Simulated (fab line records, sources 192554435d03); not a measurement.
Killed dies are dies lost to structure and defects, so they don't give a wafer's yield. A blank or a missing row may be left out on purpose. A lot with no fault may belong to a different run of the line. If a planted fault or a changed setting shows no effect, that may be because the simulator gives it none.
Matching of chambers | flow n5_finfet | 4 sister chambers for N5_MOL_CONTACT_COAG_ETCHBACK_134 on rie_diel-01
The step etches SiO2 in CHF3, target depth 10 nm, time 6.7 s. 7 wafers are shown with their chamber, then 7 later ones without.

## EACH WAFER AND ITS CHAMBER
wafer  | chamber | showerhead_plenum_p_Torr (Torr) | rf_vpp_V (V)
L076.1 | 3       | 2.36                            | 518
L079.5 | 1       | 2.34                            | 517
L082.1 | 0       | 2.41                            | 513
L082.2 | 3       | 2.36                            | 516
L082.5 | 2       | 2.34                            | 530
L086.1 | 1       | 2.33                            | 518
L086.5 | 0       | 2.40                            | 512

## WAFERS WHOSE CHAMBER IS MISSING
wafer  | showerhead_plenum_p_Torr (Torr) | rf_vpp_V (V)
L086.6 | 2.33                            | 515
L092.1 | 2.33                            | 530
L092.2 | 2.33                            | 515
L092.3 | 2.35                            | 518
L094.2 | 2.35                            | 517
L094.4 | 2.40                            | 512
L094.5 | 2.40                            | 512

## WHICH CHAMBER EACH WENT THROUGH
wafer  | from the rows above     | in truth
L086.6 | 1                       | 1
L092.1 | 2                       | 2
L092.2 | 1                       | 1
L092.3 | can't be placed: 3 or 1 | 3
L094.2 | can't be placed: 3 or 1 | 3
L094.4 | 0                       | 0
L094.5 | 0                       | 0
Correctly placed: 5 of 7. Cannot be placed on the basis of these rows: 2; the candidates contain the true chamber in 2. Number placed wrongly: 0.
How it was worked out, from the rows above alone: a wafer's distance from a chamber is the root of the sum, over the readings, of the square of ((its reading less the chamber's mean) divided by the reading's scatter). If the next closest chamber is less than 2 further off than the closest, the wafer can't be placed; otherwise it belongs to the closest. Each chamber's mean is taken over the wafers shown for it. How the scatter is found: for the shown wafers, subtract from each reading the mean of its chamber, square and add these, divide the total by (wafers less chambers), then take the root.
